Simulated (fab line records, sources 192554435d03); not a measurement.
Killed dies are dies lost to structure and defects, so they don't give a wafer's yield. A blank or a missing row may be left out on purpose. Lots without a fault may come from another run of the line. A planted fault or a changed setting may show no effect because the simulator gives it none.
fab line records | flow n5_finfet
record lots=6 wafers=17 last_day=20
route steps=1938 shown WELL_APT@38 PASSIVATION@1936
lots that met no fault: from a run of the same line without faults
start_h: hours from the record's first day to the start of the lot's first wafer shown | wait_h: hours since the lot's step before | " the same as in the row above | L1.1+2: a row that stands for several wafers | - no value, or no start given | * or withheld: withheld | < > ~ a bound
route shown NAME@n: a module of which the file shows steps, and the number in the route of the first | usual: mean/standard deviation of fault-free wafers | same: alike in all rows | chamber/n: place in a boat | sites: the reading at each site | _std_site: their standard deviation | _edge_site: outer sites' mean less inner sites' | radius_mm: how far each site lies from the wafer's centre | mask NAME#n: copy n | behind: the tool/chamber that last shaped the wafer | hold: why the lot was held/for how many hours/how that ended | device: the transistor (n, p or np) that didn't switch | end of line: the same wafers' tests at the end of the route | a step without rows: its recipe alone | killed: dies lost to structure and defects at the first sort, not the wafer's yield | map: a wafer's dies, x killed, . not, _ none there
set.NAME: the setting as run; set.NAME@STEP: as run at that earlier step | model.NAME: the simulator's own value behind a step, which no gauge read
lots at some steps of the route; a table a step, a row a wafer
services: from which hour (start_h, from the record's first day; less than 0 if before it) a tool's chamber was out of use, for how many hours, and why
## steps
# step N5_WELL_APT_SOFTBAKE_20
# recipe temp_c=130 time_s=60
# step N5_WELL_APT_EXPOSE_22
# recipe mask_id=PWELL na=0.8 source_shape=conventional sigma_outer=0.8 polarization=unpolarized defocus_nm=0 target_cd_nm=200 dose_mj=23.2
# step N5_WELL_APT_PEB_23
# recipe peb_temp_c=130 peb_time_s=90
# step N5_WELL_APT_DEVELOP_24
# recipe develop_time_s=45 rinse_liquid=surfactant_rinse dry=air_spin dev_temp_c=21
# step N5_WELL_APT_HARDBAKE_29
# recipe temp_c=130 time_s=120
# step N5_WELL_APT_CD_MEAS_25
# recipe target_cd_nm=200 landing_energy_ev=500 detector=se_inlens
# usual cd_nm=200.3/2.7
# columns lot.wafer tool chamber start_h wait_h cd_nm
L940.2 cd_sem-02 0 50.72 - 199.7
L940.4 " 0 " " 196.2
L940.5 " 0 " " 202.8
L941.1 cd_sem-01 0 56.93 - 203.6
L941.5 " 0 " " 199.8
L941.6 " 0 " " 200.8
L949.3 cd_sem-01 0 105.06 - 199.6
L949.4 " 0 " " 201.5
L949.5 " 0 " " 200.9
L950.2 cd_sem-01 0 110.97 - 199.3
L950.4 " 0 " " 199.7
L950.6 " 0 " " 201.2
L953.1 cd_sem-02 0 129.51 - 196.5
L953.2 " 0 " " 197.5
L956.1 cd_sem-01 0 146.90 - 200.5
L956.5 " 0 " " 203.6
L956.6 " 0 " " 199.3
# step N5_WELL_APT_OVL_MEAS_26
# recipe points_per_wafer=44
# usual PWELL_OVL=2/5.8
# columns lot.wafer tool chamber start_h wait_h PWELL_OVL[nm]
L940.2 overlay-02 0 50.75 0.0 9
L940.4 " 0 " " 0
L940.5 " 0 " " 5
L941.1 overlay-01 0 56.96 0.0 -1
L941.5 " 0 " " -5
L941.6 " 0 " " 2
L949.3 overlay-02 0 105.09 0.0 2
L949.4 " 0 " " 5
L949.5 " 0 " " 2
L950.2 overlay-01 0 111.00 0.0 6
L950.4 " 0 " " 0
L950.6 " 0 " " 2
L953.1 overlay-02 0 129.54 0.0 2
L953.2 " 0 " " 3
L956.1 overlay-01 0 146.93 0.0 -5
L956.5 " 0 " " -4
L956.6 " 0 " " 1
# step N5_WELL_APT_INSPECT_27
# recipe mode=adi inspect_instrument=macro
# usual raw_defect_count=1.9/1.4
# columns lot.wafer tool chamber start_h wait_h raw_defect_count
L940.2 defect_inspect-01 - 50.77 0.0 2
L940.4 " - " " 3
L940.5 " - " " 2
L941.1 defect_inspect-02 - 56.99 0.0 1
L941.5 " - " " 4
L941.6 " - " " 1
L949.3 defect_inspect-01 - 105.12 0.0 0
L949.4 " - " " 4
L949.5 " - " " 1
L950.2 defect_inspect-01 - 111.03 0.0 4
L950.4 " - " " 2
L950.6 " - " " 1
L953.1 defect_inspect-01 - 129.56 0.0 0
L953.2 " - " " 6
L956.1 defect_inspect-02 - 146.95 0.0 2
L956.5 " - " " 0
L956.6 " - " " 2
# step N5_WELL_APT_DESCUM_30
# recipe chemistry=O2 time_s=7.9 source_power_w=50 bias_power_w=20 pressure_mtorr=20 rf_frequency_hz=2.712e+07 temp_c=40 o2_flow_sccm=225
# usual drypump_motor_current_A=5.6/0.41 oes_product_au=0.77/0.06 rf_vpp_V=243.0/1.5 showerhead_plenum_p_Torr=2.09/0.075 throttle_valve_pct=20.44/0.24
# columns lot.wafer tool chamber start_h wait_h drypump_motor_current_A oes_product_au rf_hours_counter_h rf_vpp_V showerhead_plenum_p_Torr throttle_valve_pct
L940.2 rie_diel-01 1 50.80 0.0 5.8 0.86 64 246.8 2.21 20.08
L940.4 " 3 " " 5.1 0.81 91 242.5 2.04 20.59
L940.5 " 0 " " 6.2 0.72 - 245.0 2.19 20.69
L941.1 rie_diel-05 3 57.02 0.0 5.4 0.70 192 240.9 2.00 20.40
L941.5 " 1 " " 6.2 0.82 - 243.5 2.12 20.78
L941.6 " 2 " " 5.3 0.73 - 244.0 2.15 20.31
L949.3 rie_diel-04 2 105.15 0.0 5.6 0.96 9 243.7 2.12 20.38
L949.4 " 1 " " 6.2 0.74 155 241.8 2.01 20.60
L949.5 " 1 " " 6.1 0.74 - 241.4 2.00 20.60
L950.2 rie_diel-05 1 111.06 0.0 6.2 0.80 110 244.1 2.11 20.80
L950.4 " 0 " " 5.1 0.77 163 241.7 1.97 20.04
L950.6 " 3 " " 5.5 0.69 - 241.8 2.00 20.43
L953.1 rie_diel-05 0 129.63 0.1 5.1 0.76 169 241.3 1.97 20.06
L953.2 " 2 " " 5.2 0.72 199 244.5 2.14 20.31
L956.1 rie_diel-05 0 146.99 0.0 5.1 0.75 174 240.3 1.97 20.06
L956.5 " 0 " " 5.1 0.76 - 240.7 1.97 20.07
L956.6 " 3 " " 5.5 0.68 - 240.0 1.99 20.45
# step N5_WELL_APT_IMPLANT_31
# recipe species=B energy_kev=60 dose_cm2=1.5e+13 tilt_deg=0 rotation_deg=0
# step N5_WELL_APT_IMPLANT_32
# recipe species=BF2 energy_kev=50 dose_cm2=2e+13 tilt_deg=0 rotation_deg=0
# step N5_WELL_APT_STRIP_33
# recipe chemistry=SPM time_s=900 temp_c=130 h2so4_h2o2_vol_ratio=4 dry=ipa_marangoni
# step N5_WELL_APT_RTA_34
# recipe temp_c=1000 time_s=10 ambient=N2 idle_temp_c=600 ramp_up_c_per_s=150 ramp_down_c_per_s=60 cool_to_c=600
# usual lamp_power_pct=13.00/0.045 lamp_zone_1_pct=12.999/0.029 lamp_zone_2_pct=12.99/0.031 lamp_zone_3_pct=12.993/0.029 lamp_zone_4_pct=13.000/0.029 lamp_zone_5_pct=12.99/0.034 lamp_zone_6_pct=12.921/0.027 lamp_zone_7_pct=13.42/0.031 wafer_temp_C_max=1003.6/1.1
# columns lot.wafer tool chamber start_h wait_h lamp_power_pct lamp_zone_1_pct lamp_zone_2_pct lamp_zone_3_pct lamp_zone_4_pct lamp_zone_5_pct lamp_zone_6_pct lamp_zone_7_pct wafer_temp_C_max
L940.2 rtp_anneal-01 0 51.60 0.0 13.06 12.953 13.03 13.053 13.046 13.02 12.878 13.48 1002.9
L940.4 " 0 " " 13.08 13.006 12.98 13.038 12.973 12.96 12.933 13.42 1005.7
L940.5 " 0 " " 13.01 12.981 13.06 13.013 12.971 13.04 12.939 13.40 1002.4
L941.1 rtp_anneal-02 0 57.82 0.1 12.98 13.000 12.98 12.962 12.967 13.00 12.962 13.46 1004.7
L941.5 " 0 " " 12.97 13.040 12.98 13.003 13.038 12.93 12.978 13.49 1003.4
L941.6 " 0 " " 12.96 12.984 12.96 12.957 13.047 13.00 12.944 13.44 1004.6
L949.3 rtp_anneal-02 0 106.01 0.1 14.53 14.480 14.51 14.550 14.540 14.54 14.452 15.00 1004.0
L949.4 " 0 " " 14.51 14.467 14.56 14.535 14.475 14.52 14.442 15.04 1004.0
L949.5 " 0 " " 14.54 14.510 14.52 14.518 14.510 14.47 14.417 15.00 1004.2
L950.2 rtp_anneal-02 0 111.86 0.0 14.57 14.499 14.50 14.499 14.554 14.51 14.453 14.97 1003.3
L950.4 " 0 " " 14.42 14.526 14.49 14.529 14.545 14.49 14.461 14.96 1002.9
L950.6 " 0 " " 14.50 14.497 14.48 14.534 14.544 14.54 14.482 15.00 1004.1
L953.1 rtp_anneal-01 0 130.52 0.1 13.09 12.984 12.99 12.974 12.980 12.98 12.913 13.42 1004.8
L953.2 " 0 " " 13.02 13.023 13.02 12.995 13.006 13.01 12.901 13.43 1006.3
L956.1 rtp_anneal-01 0 147.94 0.2 12.92 12.996 12.98 12.986 12.979 12.98 12.890 13.41 1004.7
L956.5 " 0 " " 13.07 12.977 13.01 12.954 13.036 13.00 12.883 13.43 1003.7
L956.6 " 0 " " 12.97 13.010 13.00 13.001 12.946 12.99 12.940 13.36 1004.0
# step N5_WELL_APT_OXIDE_STRIP_42
# recipe chemistry=dHF dilution=25:1 time_s=45 temp_c=25 target=SiO2 target_depth_a=120
# step N5_PASSIVATION_PROBE_49
# usual killed_at_M0_to_M3=36/10 killed_at_M4_up=14/5.2 killed_at_contacts=12/6 killed_at_front_end=37/10 killed_at_other=4/3.3 killed_dies=104/18 killed_open=68/14 killed_short=34/7.4
# same gross_dies=1180 killed_at_back_side=0
# columns lot.wafer tool chamber start_h wait_h killed_at_M0_to_M3 killed_at_M4_up killed_at_contacts killed_at_front_end killed_at_other killed_dies killed_open killed_short
L949.3 prober-01 - 399.16 0.1 51 11 11 31 4 108 68 40
L949.4 prober-01 - 399.21 0.2 42 14 2 28 14 100 58 33
L949.5 prober-01 - 399.26 0.2 50 3 7 48 13 121 63 40
L953.2 prober-01 - 439.10 0.1 24 8 7 44 9 92 49 38
# killed by level:class
L949.3 BEOL_M0_SAQP:geometric_particle:open=18 BEOL_M0_SAQP:geometric_particle:short=16 FIN_SAQP:geometric_particle:open=10 FIN_SAQP:geometric_particle:short=9 MOL_CONTACT_COAG:geometric_particle:open=9 BEOL_M3:geometric_particle:open=6 STI_FIN_REVEAL:geometric_particle:open=4 BEOL_M1:geometric_particle:open=4
L949.4 BEOL_M0_SAQP:geometric_particle:open=9 PASSIVATION:area_etch=9 BEOL_M0_SAQP:geometric_particle:short=8 FIN_SAQP:geometric_particle:open=7 FIN_SAQP:geometric_particle:short=6 BEOL_M3:geometric_particle:open=6 BEOL_M4:geometric_particle:open=6 BEOL_M0:geometric_particle:open=5
L949.5 BEOL_M0_SAQP:geometric_particle:open=14 HKMG_FIN:area_etch=13 BEOL_M3:geometric_particle:open=10 FIN_SAQP:geometric_particle:short=9 BEOL_M0_SAQP:geometric_particle:short=9 FIN_SAQP:geometric_particle:open=7 MOL_CONTACT_COAG:geometric_particle:open=7 BEOL_M2:geometric_particle:short=5
L953.2 FIN_SAQP:geometric_particle:short=12 BEOL_M3:geometric_particle:open=9 DUMMY_GATE:geometric_particle:open=7 MOL_CONTACT_COAG:geometric_particle:open=6 STI_FIN_REVEAL:geometric_particle:open=5 BEOL_M0_SAQP:geometric_particle:short=5 STARTING-WAFER:geometric_particle:short=5 PASSIVATION:area_etch=5
## services
# columns tool chamber start_h hours kind
rie_diel-04 2 60.97 - clean
rie_diel-04 2 60.97 - consumable_replace:focus_ring
rie_diel-04 2 60.97 17.9 scheduled_down
rie_diel-04 2 60.97 17.9 vent_cycle
## key
first_sign step=N5_WELL_APT_RTA_34 reading=lamp_zone_6_pct direction=up sigmas=58 usual=* struck=*
effect step=N5_WELL_APT_RTA_34 reading=lamp_zone_4_pct direction=up sigmas=53 usual=* struck=*
met_at N5_WELL_APT_RTA_34
struck_wafers L949.3,L949.4,L949.5,L950.2,L950.4,L950.6
tester_left_out L949,L950
baseline_loss step=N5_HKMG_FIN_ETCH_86 wafers=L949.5
onset_between 57.82 106.01
fault kind=process_parameter_drift tool=rtp_anneal-02 chamber=- onset_h=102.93 steps=N5_WELL_APT_RTA_34 channel=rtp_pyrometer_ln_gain offset=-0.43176 shape=step end_h=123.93
# tester_left_out: of these lots the tester's yield and bins aren't shown, on N5 and GAA mostly nor the transistor test; their killed dies are dies lost to structure and defects alone, not to doping, threshold or leakage, so they don't give the yield
# baseline_loss: these wafers lose ten dies or more at that step, a loss of the line's own and not of a fault; the sort's usual values leave them out
